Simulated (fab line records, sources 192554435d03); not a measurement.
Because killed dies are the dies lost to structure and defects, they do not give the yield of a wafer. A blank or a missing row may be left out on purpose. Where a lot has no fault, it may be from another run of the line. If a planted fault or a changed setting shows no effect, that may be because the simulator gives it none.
Which tool was responsible?	flow n5Finfet	6 lots with 18 wafers sampled at 8 steps, on a route of 1938 steps

## WHAT THE GAUGES READ, wafer by wafer
N5_BEOL_M11_OCD_MEAS_38. Usual: 147.8 nm for trenchDepthNm, sd 1.6.
lot	measured	on	trenchDepthNm (nm)	flag
L824	day 11 23:49	ocd-02	146.4 147.3 145.8	
L825	day 12 23:22	ocd-02	148.3 146.7 144.3	
L831	day 13 08:08	ocd-01	138.9 148.7 138.4	OFF
L843	day 17 13:55	ocd-01	149.4 147.4 147.3	
L840	day 18 02:17	ocd-02	147.5 147.7 148.3	
L844	day 18 06:16	ocd-02	145.5 147.7 146.8	

N5_BEOL_M11_THK_MEAS_53: measures by xrf. Usual: for M11_THK the level is 139.4 nm and the standard deviation is 2.1.
lot	measured	on	M11_THK (nm)	flag
L824	day 12 03:18	filmMetro-01	139.9 141.5 138.6	
L825	day 13 03:41	filmMetro-02	140.6 139.6 137.7	
L831	day 13 10:29	filmMetro-01	128.3 138.9 129.6	OFF
L843	day 17 16:11	filmMetro-02	140.5 138.4 138.2	
L840	day 18 05:58	filmMetro-01	140.5 139.5 142.1	
L844	day 18 09:34	filmMetro-01	137.5 138.3 138.1	

N5_BEOL_M11_RS_MEAS_57: a four-point-probe measurement. Usual: for M11_RS the level is 0.1522 ohm/sq and the standard deviation is 0.0021.
lot	measured	on	M11_RS (ohm/sq)	flag
L824	day 12 03:26	filmMetro-02	0.1530 0.1515 0.1543	
L825	day 13 03:49	filmMetro-02	0.1515 0.1523 0.1547	
L831	day 13 10:37	filmMetro-02	0.1657 0.1514 0.1641	OFF
L843	day 17 16:19	filmMetro-02	0.1501 0.1529 0.1524	
L840	day 18 06:06	filmMetro-01	0.1520 0.1525 0.1498	
L844	day 18 09:41	filmMetro-01	0.1545 0.1529 0.1528	

N5_BEOL_M15_RC_MEAS_101. Usual: COMB_M10 1.5e-11 S/m, standard deviation 3.2e-12; COMB_M11 1.5e-11 S/m, standard deviation 3.2e-12; COMB_M12 6.9e-12 S/m, standard deviation 1.6e-12; COMB_M13 5.4e-12 S/m, standard deviation 1e-12; COMB_M14 4e-12 S/m, standard deviation 8.6e-13; COMB_M15 3e-12 S/m, standard deviation 8.8e-13; COMB_M5 3.7e-11 S/m, standard deviation 7.6e-12; COMB_M6 2.6e-11 S/m, standard deviation 5.1e-12; COMB_M7 2.5e-11 S/m, standard deviation 5e-12; COMB_M7_max_site 3.6e-11 S/m, standard deviation 7.9e-12; COMB_M8 2.6e-11 S/m, standard deviation 4.8e-12; COMB_M9 1.44e-11 S/m, standard deviation 2.5e-12; SERP_M10 3.11 ohm/um, standard deviation 0.06; SERP_M11 3.08 ohm/um, standard deviation 0.052; SERP_M11_max_site 3.17 ohm/um, standard deviation 0.062; SERP_M12 0.643 ohm/um, standard deviation 0.014; SERP_M13 0.312 ohm/um, standard deviation 0.0045; SERP_M14 0.163 ohm/um, standard deviation 0.0031; SERP_M5 39.4 ohm/um, standard deviation 1.3; SERP_M6 13.9 ohm/um, standard deviation 0.43; SERP_M7 14.1 ohm/um, standard deviation 0.42; SERP_M7_max_site 14.7 ohm/um, standard deviation 0.44; SERP_M8 13.9 ohm/um, standard deviation 0.45; SERP_M9 3.09 ohm/um, standard deviation 0.068.
lot	measured	on	COMB_M10 (S/m)	COMB_M11 (S/m)	COMB_M12 (S/m)	COMB_M13 (S/m)	COMB_M14 (S/m)	COMB_M15 (S/m)	COMB_M5 (S/m)	COMB_M6 (S/m)	COMB_M7 (S/m)	COMB_M7_max_site (S/m)	COMB_M8 (S/m)	COMB_M9 (S/m)	SERP_M10 (ohm/um)	SERP_M11 (ohm/um)	SERP_M11_max_site (ohm/um)	SERP_M12 (ohm/um)	SERP_M13 (ohm/um)	SERP_M14 (ohm/um)	SERP_M5 (ohm/um)	SERP_M6 (ohm/um)	SERP_M7 (ohm/um)	SERP_M7_max_site (ohm/um)	SERP_M8 (ohm/um)	SERP_M9 (ohm/um)	flag
L824	day 13 09:59	prober-02	1.9e-11 1.3e-11 1.9e-11	1.4e-11 1.6e-11 1.5e-11	6.8e-12 5.1e-12 5.2e-12	5.5e-12 5.6e-12 6.7e-12	5.4e-12 3.8e-12 4.8e-12	3.4e-12 3.5e-12 3.3e-12	2.4e-11 2.5e-11 3.1e-11	2e-11 2.5e-11 3.1e-11	2.7e-11 3e-11 2.6e-11	4.1e-11 5.2e-11 3.2e-11	2.2e-11 2.8e-11 2.8e-11	1.44e-11 1.15e-11 1.28e-11	3.04 3.07 3.06	3.08 3.05 3.13	3.19 3.10 3.22	0.625 0.631 0.632	0.307 0.314 0.313	0.168 0.167 0.160	41.5 39.9 40.4	14.1 13.6 13.3	14.5 13.7 13.7	15.4 14.4 14.7	14.0 14.2 14.1	3.09 3.28 3.17	
L825	day 14 14:11	prober-01	1.2e-11 1.8e-11 1.4e-11	1e-11 1.7e-11 1.7e-11	8.1e-12 6.9e-12 5.8e-12	6.2e-12 5.2e-12 5e-12	2.3e-12 3e-12 2.7e-12	1.8e-12 2.3e-12 2.2e-12	3.8e-11 3.3e-11 3.7e-11	2.5e-11 3.8e-11 2.8e-11	2.6e-11 3.1e-11 2.1e-11	3.2e-11 4.3e-11 3.5e-11	3.6e-11 1.7e-11 2.9e-11	1.35e-11 1.75e-11 1.14e-11	3.01 3.04 3.02	3.10 3.05 3.13	3.15 3.14 3.15	0.640 0.631 0.625	0.309 0.310 0.316	0.155 0.159 0.155	36.9 39.5 38.1	13.8 13.5 13.7	14.3 13.8 14.3	14.6 14.9 14.9	15.2 14.4 14.1	3.04 3.10 3.16	
L831	day 14 13:08	prober-02	1.6e-11 1.6e-11 1.3e-11	1.5e-11 1.9e-11 2.4e-11	7.8e-12 6.7e-12 7.7e-12	5.8e-12 4.4e-12 5.6e-12	4.1e-12 4e-12 4.4e-12	2.8e-12 2.9e-12 2.9e-12	3.2e-11 2.8e-11 2.7e-11	2e-11 1.9e-11 2.6e-11	1.8e-11 1.9e-11 2.1e-11	2e-11 3.4e-11 3.3e-11	2.5e-11 3.7e-11 2.8e-11	1.39e-11 1.14e-11 1.54e-11	3.11 3.13 3.19	3.42 3.09 3.34	3.47 3.19 3.44	0.634 0.653 0.637	0.317 0.309 0.314	0.166 0.162 0.169	40.1 37.8 40.8	13.9 13.6 13.9	13.8 14.2 14.0	14.4 14.4 14.8	13.3 13.6 13.5	3.08 3.15 3.18	OFF
L843	day 18 17:36	prober-02	1.4e-11 1.4e-11 1.2e-11	1.5e-11 1.6e-11 1.3e-11	5.6e-12 9.6e-12 9.8e-12	5.1e-12 6.3e-12 6.3e-12	4.7e-12 3.9e-12 4.8e-12	3.3e-12 3.3e-12 2.5e-12	3.8e-11 4.6e-11 3.2e-11	3.3e-11 3.3e-11 3e-11	2.7e-11 3.6e-11 3.3e-11	3.7e-11 6e-11 3.8e-11	3.3e-11 2.7e-11 2.6e-11	1.33e-11 1.71e-11 1.48e-11	3.07 3.21 3.10	3.05 3.08 3.16	3.17 3.21 3.22	0.654 0.651 0.643	0.309 0.316 0.318	0.164 0.163 0.164	40.7 39.4 38.0	13.3 13.8 13.2	14.4 14.3 14.9	15.0 14.6 15.6	13.9 13.6 13.5	2.97 3.07 3.06	
L840	day 19 09:10	prober-02	2.3e-11 2.2e-11 1.4e-11	1.5e-11 1.6e-11 1.4e-11	4.9e-12 6.3e-12 7.8e-12	6.2e-12 6.5e-12 6.6e-12	4.7e-12 3.7e-12 4.8e-12	2.6e-12 2.9e-12 3.1e-12	4.4e-11 3.5e-11 3.4e-11	2.7e-11 2.4e-11 2.5e-11	2.8e-11 2e-11 2.3e-11	3.8e-11 3.1e-11 3.2e-11	2.8e-11 1.7e-11 3.2e-11	1.61e-11 1.33e-11 1.81e-11	3.19 3.17 3.12	3.07 3.07 2.97	3.15 3.14 3.07	0.642 0.645 0.642	0.315 0.316 0.316	0.167 0.164 0.165	40.3 37.3 39.2	14.0 13.5 13.4	13.6 13.7 14.1	14.3 14.9 14.4	13.2 13.4 13.3	3.01 3.17 3.13	
L844	day 19 19:29	prober-01	2.1e-11 1.8e-11 1.7e-11	1.8e-11 1.1e-11 1.2e-11	8.1e-12 4.8e-12 5.4e-12	6.2e-12 4.6e-12 4.3e-12	3.2e-12 2.7e-12 2.7e-12	2e-12 2e-12 1.9e-12	2.7e-11 2.9e-11 3.4e-11	1.9e-11 2e-11 2e-11	3.1e-11 1.8e-11 2.7e-11	3.7e-11 2.2e-11 3.7e-11	2.3e-11 2.1e-11 2.7e-11	1.45e-11 1.46e-11 1.33e-11	3.14 3.08 3.19	3.13 3.14 3.11	3.27 3.29 3.19	0.661 0.635 0.642	0.309 0.314 0.303	0.163 0.163 0.163	41.0 38.9 38.1	13.5 14.1 13.9	14.2 14.2 14.3	14.5 14.4 15.2	13.8 13.4 13.5	3.16 3.05 3.03	

## TOOL THAT RAN EACH LOT (tool first, then ch and the chambers of the sampled wafers, then the start)
lot	N5_BEOL_M11_STRIP_36	N5_BEOL_M11_TRENCH_ETCH_37	N5_BEOL_M11_ETCH_41	N5_BEOL_M11_PRE_CLEAN_45
L824	rieDiel-02 ch 0,1, day 11 23:35	rieDiel-02 ch 0,1, day 11 23:38	rieDiel-02 ch 0,1, day 11 23:49 or earlier	pvdSputter-02, day 12 01:35
L825	rieDiel-02 ch 0,1,2, day 12 23:09	rieDiel-02 ch 0,1,2, day 12 23:11	rieDiel-02 ch 0,1,2, day 12 23:22 or earlier	pvdSputter-01, day 13 02:06
L831	rieDiel-02 ch 1,3, day 13 07:55	rieDiel-02 ch 1,3, day 13 07:57	rieDiel-02 ch 1,3, day 13 08:08 or earlier	pvdSputter-01, day 13 08:58
L843	rieDiel-02 ch 0,1,2, day 17 13:42	rieDiel-02 ch 0,1,2, day 17 13:44	rieDiel-02 ch 0,1,2, day 17 13:55 or earlier	pvdSputter-02, day 17 14:43
L840	rieDiel-02 ch 1,2,3, day 18 02:04	rieDiel-02 ch 1,2,3, day 18 02:06	rieDiel-02 ch 1,2,3, day 18 02:17 or earlier	pvdSputter-01, day 18 02:55
L844	rieDiel-04 ch 2,3, day 18 06:02	rieDiel-04 ch 2,3, day 18 06:05	rieDiel-04 ch 2,3, day 18 06:16 or earlier	pvdSputter-01, day 18 08:01
- N5_BEOL_M11_STRIP_36: strips in N2/H2.
- N5_BEOL_M11_TRENCH_ETCH_37: etches SiCOH lowk in C4F6/O2, target depth 148.83 nm, time 48 s.
- N5_BEOL_M11_ETCH_41: etches SiCN in CH3F/O2, target depth 42.6 nm, time 86 s.
- N5_BEOL_M11_PRE_CLEAN_45: time 30 s.

## AS READ BY THE TOOLS THEMSELVES (means over the sampled wafers that have a number; for cases with no such wafer, the mark the record gives instead)
N5_BEOL_M11_STRIP_36. Usual: drypumpMotorCurrentA 5.5 A, standard deviation 0.45; oesProductAu 0.79 a.u., standard deviation 0.094; rfVppV 59.2 V, standard deviation 1.9; showerheadPlenumPTorr 2.60 Torr, standard deviation 0.064; throttleValvePct 23.64 %, standard deviation 0.28.
lot	tool	drypumpMotorCurrentA (A)	oesProductAu (a.u.)	rfVppV (V)	showerheadPlenumPTorr (Torr)	throttleValvePct (%)	flag
L824	rieDiel-02	5.0	0.69	59.3	2.63	23.68	
L825	rieDiel-02	5.0	0.73	57.2	2.64	23.90	
L831	rieDiel-02	5.2	0.75	60.1	2.64	23.44	
L843	rieDiel-02	5.0	0.81	59.1	2.63	23.84	
L840	rieDiel-02	5.1	0.75	58.9	2.64	23.78	
L844	rieDiel-04	5.5	0.86	60.2	2.50	23.53	

N5_BEOL_M11_TRENCH_ETCH_37. Usual: drypumpMotorCurrentA 5.5 A, standard deviation 0.45; oesProductAu 0.79 a.u., standard deviation 0.093; rfVppV 668 V, standard deviation 6.2; showerheadPlenumPTorr 2.91 Torr, standard deviation 0.068; throttleValvePct 20.90 %, standard deviation 0.19.
lot	tool	drypumpMotorCurrentA (A)	oesProductAu (a.u.)	rfVppV (V)	showerheadPlenumPTorr (Torr)	throttleValvePct (%)	flag
L824	rieDiel-02	5.0	0.69	669	2.93	20.97	
L825	rieDiel-02	4.9	0.73	666	2.95	21.09	
L831	rieDiel-02	5.2	0.73	663	2.97	20.75	
L843	rieDiel-02	5.0	0.82	666	2.94	21.00	
L840	rieDiel-02	5.1	0.74	665	2.96	21.02	
L844	rieDiel-04	5.5	0.86	665	2.81	20.80	

N5_BEOL_M11_ETCH_41. Usual: drypumpMotorCurrentA 5.5 A, standard deviation 0.45; oesProductAu 0.79 a.u., standard deviation 0.093; rfVppV 298.3 V, standard deviation 1.3; showerheadPlenumPTorr 2.05 Torr, standard deviation 0.049; throttleValvePct 16.29 %, standard deviation 0.19.
lot	tool	drypumpMotorCurrentA (A)	oesProductAu (a.u.)	rfVppV (V)	showerheadPlenumPTorr (Torr)	throttleValvePct (%)	flag
L824	rieDiel-02	5.0	0.70	298.8	2.07	16.40	
L825	rieDiel-02	5.0	0.73	298.6	2.08	16.48	
L831	rieDiel-02	5.2	0.75	299.1	2.09	16.18	
L843	rieDiel-02	5.0	0.81	298.1	2.07	16.37	
L840	rieDiel-02	5.1	0.74	300.1	2.08	16.41	
L844	rieDiel-04	5.5	0.86	296.5	1.97	16.17	

N5_BEOL_M11_PRE_CLEAN_45. Usual: heaterPowerW 313 W, standard deviation 35; susceptorTempC 250.01 C, standard deviation 0.19.
lot	tool	heaterPowerW (W)	susceptorTempC (C)	flag
L824	pvdSputter-02	312	249.95	
L825	pvdSputter-01	332	249.97	
L831	pvdSputter-01	317	250.14	
L843	pvdSputter-02	319	249.92	
L840	pvdSputter-01	319	249.91	
L844	pvdSputter-01	315	250.03	

## THE ANSWER, worked out from the rows above alone
Rule: take the mean of a lot's wafers that have a number; if it is more than 3 standard deviations from the usual mean, the lot is off. Also off: a lot with no number at a reading for which 4 or more lots have one. All remaining lots with rows at the step are treated as sound. First the gauges in route order, then the tools' own readings, where a lot's mean is used as printed above. At the first step where some lot is off, the reading lying furthest off is the one used; lots without a number count as furthest.
Off: L831, at N5_BEOL_M11_OCD_MEAS_38 (trenchDepthNm).
If a tool, at a process step before that reading, ran all the lots that are off and no sound lot after the first of them, it fits. The gauges at N5_BEOL_M11_OCD_MEAS_38 aren't tried: what is off there is off at N5_BEOL_M11_THK_MEAS_53 too, on other tools, and a gauge's error can't cause that. Because N5_BEOL_M11_ETCH_41 lacks a start for some lots, the hours and order of its lots are taken from N5_BEOL_M11_OCD_MEAS_38. Not one of the candidates tried fits.

## WHAT THE SIMULATOR HAD PUT IN
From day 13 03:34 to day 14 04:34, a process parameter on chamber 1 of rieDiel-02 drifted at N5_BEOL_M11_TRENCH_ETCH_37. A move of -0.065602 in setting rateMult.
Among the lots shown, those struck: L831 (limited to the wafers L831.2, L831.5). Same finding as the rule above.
